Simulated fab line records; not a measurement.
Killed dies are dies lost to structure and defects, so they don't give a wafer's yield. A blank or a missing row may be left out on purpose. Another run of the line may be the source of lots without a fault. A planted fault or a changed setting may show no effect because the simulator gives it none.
fab line records -- flow n5Finfet
[record] lots = 3, wafers = 9, lastDay = 16
route steps=1938 shown BEOL_M8@1338 PASSIVATION@1936
lots that met no fault: taken from a fault-free run of the same line
startH: hours from the record's opening day to when the first of the lot's shown wafers began -- waitH: hours elapsed since this lot's preceding step -- " as in the row above -- L1.1+2: one row covering several wafers at once -- - value missing, or start not given -- * or withheld: withheld -- < > ~ a bound
route shown NAME@n: a module of which the file shows steps, and the number in the route of the first -- usual: mean and standard deviation over wafers with no fault -- same: alike in all rows -- chamber/n: place in a boat -- sites: each site's reading -- _std_site: the standard deviation of these -- _edge_site: inner sites' mean taken away from outer sites' mean -- radiusMm: for every site, how far away it sits from the centre of the wafer -- mask NAME#n: copy n -- behind: tool/chamber where the wafer was last shaped -- hold: why the lot was held/for how many hours/how that ended -- device: the transistor (n, p or np) that didn't switch -- end of line: the same wafers' tests at the end of the route -- a step given without rows: its recipe and nothing more -- killed: dies that structure and defects cost at the first sort, which is not the same as the wafer's yield -- map: the dies of a wafer, with x for killed, . for not killed, _ for no die there
set.NAME: the setting that was run; set.NAME@STEP: the one run at that earlier step -- model.NAME: the simulator's own value behind a step, which no gauge read
lots at selected steps of the route; one table per step, one row per wafer
services: the hour from which a tool's chamber was out of use, counted from the record's first day as startH (under 0 if before that day), plus the number of hours and why
[[steps]]
[step N5_BEOL_M8_COAT_60]
[recipe] resist = SiARC, tempC = 220, timeS = 60, spinRpm = 1500, resistThkNm = 35
[step N5_BEOL_M8_COAT_05]
[recipe] resist = CAR-ArF, spinRpm = 1500, resistThkNm = 90
[step N5_BEOL_M8_EBR_07]
[recipe] solvent = PGMEA, ebrWidthMm = 1.5
[step N5_BEOL_M8_SOFTBAKE_06]
[recipe] tempC = 110, timeS = 60, resist = CAR-ArF
[step N5_BEOL_M8_EXPOSE_08]
[recipe] maskId = M8, na = 1.35, sourceShape = dipole, sigmaInner = 0.817, sigmaOuter = 0.97, polarization = te, doseMj = 68.25
[step N5_BEOL_M8_PEB_09]
[recipe] pebTempC = withheld, pebTimeS = 60, resist = CAR-ArF
[step N5_BEOL_M8_DEVELOP_10]
[recipe] developTimeS = 30, developer = TMAH, resist = CAR-ArF, rinseLiquid = diw, dry = airSpin, devTempC = 23
[step N5_BEOL_M8_DESCUM_16]
[recipe] chemistry = O2, timeS = 7.9, sourcePowerW = 50, biasPowerW = 20, pressureMtorr = 20, rfFrequencyHz = 2.712e+07, tempC = 40, resist = CAR-ArF, o2FlowSccm = 225
[step N5_BEOL_M8_ETCH_61]
[recipe] chemistry = CF4, target = SiARC, targetDepthA = 455, maskMaterial = CAR-ArF, timeS = 75.8, ionEnergyEv = 80, pressureMtorr = 40, sourceW = 545, biasW = 36, Ar_flow_sccm = 100, cf4FlowSccm = 100, ends = cleared
[step N5_BEOL_M8_ETCH_62]
[recipe] chemistry = N2/H2, target = SOC, targetDepthA = 1100, overetchA = 220, maskMaterial = SiARC, tempC = 40, timeS = 165, ionEnergyEv = 200, pressureMtorr = 30, sourceW = 840, biasW = 150, n2FlowSccm = 200, h2FlowSccm = 200
[usual] drypumpMotorCurrentA = 5.8/0.46, oesProductAu = 0.71/0.058, rfVppV = 523.9/2.4, showerheadPlenumPTorr = 2.55/0.087, throttleValvePct = 17.72/0.23
lot.wafer,tool,chamber,startH,waitH,drypumpMotorCurrentA,oesProductAu,rfHoursCounterH,rfVppV,showerheadPlenumPTorr,throttleValvePct
L554.1,rieDiel-04,3,217.47,0.0,6.5,0.61,215,525.6,2.61,17.92
L554.4,rieDiel-04,2,217.47,0.0,5.8,0.58,-,521.9,2.49,17.92
L554.5,rieDiel-04,1,217.47,0.0,5.4,0.72,-,524.9,2.59,17.64
L563.2,rieDiel-04,1,291.85,0.0,5.4,0.70,80,524.6,2.58,17.68
L563.5,rieDiel-04,0,291.85,0.0,5.2,0.73,-,521.4,2.47,17.17
L563.6,rieDiel-04,3,291.85,0.0,6.5,0.58,-,524.5,2.60,17.95
L569.4,rieDiel-05,3,320.69,0.0,5.2,0.69,82,527.9,2.69,17.80
L569.5,rieDiel-05,2,320.69,0.0,6.6,0.77,-,525.5,2.62,17.94
L569.6,rieDiel-05,1,320.69,0.0,5.6,0.67,-,520.7,2.46,17.91
[step N5_BEOL_M8_STRIP_68]
[recipe] chemistry = N2/H2, tempC = 40, n2FlowSccm = 200, h2FlowSccm = 200, rfFrequencyHz = 6e+07
[step N5_BEOL_M8_STRIP_67]
[recipe] chemistry = CF4, resist = SiARC, powerW = 300, biasPowerW = 75, pressureMtorr = 50, cf4FlowSccm = 150, rfFrequencyHz = 6e+07
[step N5_BEOL_M8_HM_OPEN_17]
[recipe] chemistry = Cl2/BCl3, targetDepthA = 200, overetchA = 60, target = TiN, maskMaterial = SOC, ionEnergyEv = 150, pressureMtorr = 10, icpW = 1000, biasW = 126, Cl2_flow_sccm = 53.25, bcl3FlowSccm = 21.75, Ar_flow_sccm = 25
[step N5_BEOL_M8_STRIP_19]
[recipe] chemistry = O2, powerW = 400, tempC = 40, pressureMtorr = 30, rfFrequencyHz = 6e+07, biasPowerW = 0, overashFraction = 0.2, o2FlowSccm = 225
[step N5_BEOL_M8_COAT_63]
[recipe] resist = SOC, tempC = 250, timeS = 60, spinRpm = 1500, resistThkNm = 60
[step N5_BEOL_M8_COAT_64]
[recipe] resist = SiARC, tempC = 220, timeS = 60, spinRpm = 1500, resistThkNm = 12
[step N5_BEOL_M8_COAT_71]
[recipe] resist = underlayer, tempC = 205, timeS = 60, spinRpm = 1500, resistThkNm = 5
[step N5_BEOL_M8_COAT_22]
[recipe] resist = CAR-EUV, spinRpm = 1500, resistThkNm = 30
[step N5_BEOL_M8_EBR_24]
[recipe] solvent = PGMEA, ebrWidthMm = 1.5
[step N5_BEOL_M8_SOFTBAKE_23]
[recipe] tempC = 110, timeS = 60, resist = CAR-EUV
[step N5_BEOL_M8_EXPOSE_25]
[recipe] maskId = V7, na = 0.33, sourceShape = annular, sigmaInner = 0.4, sigmaOuter = 0.8, polarization = unpolarized, targetCdNm = 40, doseMj = 42.5
[step N5_BEOL_M8_PEB_26]
[recipe] pebTempC = 100, pebTimeS = 60, resist = CAR-EUV
[step N5_BEOL_M8_DEVELOP_27]
[recipe] developTimeS = 30, developer = TMAH, resist = CAR-EUV, rinseLiquid = surfactantRinse, dry = airSpin, devTempC = 23
[step N5_BEOL_M8_INSPECT_30]
[recipe] mode = adi, inspectInstrument = brightfield
[usual] rawDefectCount = 417/110
lot.wafer,tool,chamber,startH,waitH,rawDefectCount
L554.1,defectInspect-02,-,218.37,0.1,330
L554.4,defectInspect-02,-,218.37,0.1,326
L554.5,defectInspect-02,-,218.37,0.1,403
L563.2,defectInspect-02,-,296.39,0.0,376
L563.5,defectInspect-02,-,296.39,0.0,427
L563.6,defectInspect-02,-,296.39,0.0,770
L569.4,defectInspect-01,-,323.46,0.0,500
L569.5,defectInspect-01,-,323.46,0.0,453
L569.6,defectInspect-01,-,323.46,0.0,479
[step N5_BEOL_M8_DESCUM_33]
[recipe] chemistry = O2, timeS = 7, sourcePowerW = 50, biasPowerW = 20, pressureMtorr = 20, rfFrequencyHz = 2.712e+07, tempC = 40, resist = CAR-EUV, o2FlowSccm = 225
[step N5_PASSIVATION_PROBE_49]
[usual] defectLimitedYield = 91.3/1.7, killed_at_M0_to_M3 = 33/11, killed_at_M4_up = 14/5.5, killedAtContacts = 13/6.5, killedAtFrontEnd = 39/13, killedAtOther = 3.4/2.9, killedDies = 103/20, killedOpen = 69/15, killedShort = 32/8.1, sort_bin_5_function = 5.1/1.1, sort_bin_6_memory = 3.3/0.74, sortNPass = 1077/20, sortYieldPct = 91.3/1.7
[same] grossDies = 1180, killedAtBackSide = 0, sort_bin_4_leakage[%] = 0, sort_bin_8_speed[%] = 0
lot.wafer,tool,chamber,startH,waitH,defectLimitedYield[%],killed_at_M0_to_M3,killed_at_M4_up,killedAtContacts,killedAtFrontEnd,killedAtOther,killedDies,killedOpen,killedShort,sort_bin_5_function[%],sort_bin_6_memory[%],sortNPass,sortYieldPct[%]
L554.1,prober-01,-,287.66,0.0,90.6,33,15,8,50,5,111,74,34,5.9,3.2,1069,90.6
L563.2,prober-02,-,362.79,0.1,91.9,32,14,12,36,1,95,70,24,4.7,3.1,1085,91.9
L563.5,prober-02,-,362.94,0.2,89.5,55,28,9,29,3,124,87,36,6.2,3.9,1056,89.5
L563.6,prober-02,-,362.99,0.3,82.7,47,111,29,15,2,204,59,38,10.3,5.1,976,82.7
L569.4,prober-02,-,393.93,0.2,91.4,34,19,19,26,3,101,77,22,5.2,3.4,1079,91.4
L569.5,prober-02,-,393.98,0.2,90.7,36,20,14,35,5,110,77,31,5.3,3.9,1070,90.7
L569.6,prober-02,-,394.03,0.3,91.9,45,11,20,18,2,96,57,35,5.1,2.7,1084,91.9
// killed by level:class
L554.1 FIN_SAQP:geometricParticle:open=20 BEOL_M0_SAQP:geometricParticle:open=8 FIN_SAQP:geometricParticle:short=7 MOL_CONTACT_COAG:geometricParticle:open=7 BEOL_M0_SAQP:geometricParticle:short=7 BEOL_M3:geometricParticle:open=7 GATE_CUT:geometricParticle:short=5 BEOL_M4:geometricParticle:open=5
L563.2 FIN_SAQP:geometricParticle:open=15 MOL_CONTACT_COAG:geometricParticle:open=11 BEOL_M0_SAQP:geometricParticle:open=8 BEOL_M1:geometricParticle:open=7 FIN_SAQP:geometricParticle:short=5 BEOL_M0_SAQP:geometricParticle:short=5 BEOL_M3:geometricParticle:open=5 DUMMY_GATE:geometricParticle:open=4
L563.5 BEOL_M1:geometricParticle:open=15 FIN_SAQP:geometricParticle:open=12 BEOL_M0_SAQP:geometricParticle:open=12 BEOL_M4:geometricParticle:open=12 BEOL_M0_SAQP:geometricParticle:short=11 MOL_CONTACT_COAG:geometricParticle:open=9 FIN_SAQP:geometricParticle:short=4 BEOL_M0:geometricParticle:open=4
L563.6 BEOL_M8:unspecified=107 MOL_CONTACT_COAG:geometricParticle:open=19 MOL_CONTACT_COAG:geometricParticle:short=10 BEOL_M0_SAQP:geometricParticle:short=9 BEOL_M1:geometricParticle:open=9 BEOL_M2:geometricParticle:open=9 BEOL_M0_SAQP:geometricParticle:open=8 BEOL_M1:geometricParticle:short=6
L569.4 MOL_CONTACT_COAG:geometricParticle:open=14 BEOL_M4:geometricParticle:open=12 STI_FIN_REVEAL:geometricParticle:open=9 BEOL_M3:geometricParticle:open=8 FIN_SAQP:geometricParticle:open=6 BEOL_M0_SAQP:geometricParticle:open=6 BEOL_M2:geometricParticle:open=6 BEOL_M1:geometricParticle:open=5
L569.5 BEOL_M2:geometricParticle:open=20 MOL_CONTACT_COAG:geometricParticle:open=11 BEOL_M4:geometricParticle:open=9 FIN_SAQP:geometricParticle:open=7 STI_FIN_REVEAL:geometricParticle:open=5 DUMMY_GATE:geometricParticle:open=5 BEOL_M2:geometricParticle:short=5 BEOL_M7:geometricParticle:open=4
L569.6 MOL_CONTACT_COAG:geometricParticle:open=12 BEOL_M2:geometricParticle:open=11 BEOL_M0_SAQP:geometricParticle:short=10 BEOL_M0_SAQP:geometricParticle:open=7 FIN_SAQP:geometricParticle:short=6 MOL_CONTACT_COAG:geometricParticle:short=5 BEOL_M1:geometricParticle:open=5 BEOL_M3:geometricParticle:open=5
// map L563.6 (x killed, . not)
_________________......x....x________________
______________......x..........._____________
___________.........x..............__________
__________....x.x........x.x........_________
________........x............x........_______
_______....x...x....x.........x.....x..______
______......x.............x............._____
_____...........x..........x.........x..x____
____.x.........................xx.....x.x.___
___......x..............x......x.x........x__
___...x......................x.......x.....__
__.xxx.xx.x.....x.........x...x..........x.._
__xx.xx.xxx.......x..........x......x...x..._
_...x.xxx.x................................x.
_..xxxxxxxx.xx............................x..
_.xxxxxxxxxx...xx....x.....x...............xx
_..xxxxxxxxxxxx...........x.................x
_.xxxxxxxxxxxxx...........x.............x....
_x.xxxxxxxxxx..x.......................x.....
_.xxxxxxxxxxx...x......xx..x..........x.x.x..
_.xxxxxxxxxx...x.............................
__xxxxxx.x.x........x.............x........._
__..x.xxx...........................x.x....._
___xx......................................__
___x.......x..xx...............x...........__
____........x.............................___
_____x.x.........................x..x....____
______.........x....x..................x_____
_______x..........x...........x.x......______
________..xx..........x....x.........._______
__________.........................._________
___________......x...............x.__________
______________....xx.x.........._____________
_________________..........x.________________
// map L554.4 (x killed, . not)
_________________......x.....________________
______________.........x..x....._____________
___________......x.................__________
__________...................x......_________
________..x........x.............x...._______
_______...x............................______
______..x....x........x...x..........x.._____
_____..x.....x............x.x...x.x.....x____
____x....xx.......x....x.x..xx...x........___
___...x..x..........x..........x.x.........__
___........x..x...x.........x..x...........__
__x......x.......x...x..xx........x........._
__...x..x..............x..........x..x......_
_.......x........x..x......x..x............x.
_........x...x..........x..x.................
_.x.....x..x.....x...............x.......x...
_...x........x..........xx.xx........x.....x.
_x...............x.....x............x.x.....x
_...xx.............x......xxx.....x...x..x...
_.xxx.xx......xx....x............x......x....
_.x...............x.................x........
__..x.x.xx....x....................x.x......_
__x.x.x..xx.x....x....................x..x.._
___x....xxx..................x...x.........__
___....x...........................x...xx..__
____x..x.x...x........xx..x.............x.___
_____........x.......x.x.x...............____
______.x.x..xx.........x.x....x..x....x._____
_______x......x...x.xx..xx.x...........______
________..x..x......x.x....x......x..._______
__________..xx..x...............xx.._________
___________.......x.....x..x.......__________
______________.xx...........x..x_____________
_________________......x.....________________
[[services]]
tool,chamber,startH,hours,kind
rieDiel-05,2,206.62,-,clean
rieDiel-05,2,206.62,-,consumableReplace:focusRing
rieDiel-05,2,206.62,23.4,scheduledDown
rieDiel-05,2,206.62,23.4,ventCycle
rieDiel-04,0,212.51,4.9,repair
rieDiel-04,2,214.43,1.4,repair
rieDiel-04,2,217.64,-,clean
rieDiel-04,2,217.64,-,consumableReplace:focusRing
rieDiel-04,3,302.35,11.0,repair
rieDiel-05,-,312.36,2.8,pm
[[key]]
[firstSign] step = N5_BEOL_M8_INSPECT_30, reading = rawDefectCount, direction = up, sigmas = 3.1, usual = 417, struck = 770
[effect] step = N5_PASSIVATION_PROBE_49, reading = killed_at_M4_up, direction = up, sigmas = 18, usual = 14, struck = 111
[moreKillsBornAt] N5_BEOL_M8_ETCH_62@rieDiel-04 = 107
metAt N5_BEOL_M8_ETCH_62
struckWafers L563.6
onsetBetween 217.47 291.85
[fault] kind = chamberParticleSource, tool = rieDiel-04, chamber = 3, onsetH = 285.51, steps = N5_BEOL_M8_ETCH_62, ratePerVisitCm2 = 0.54719, endH = 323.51
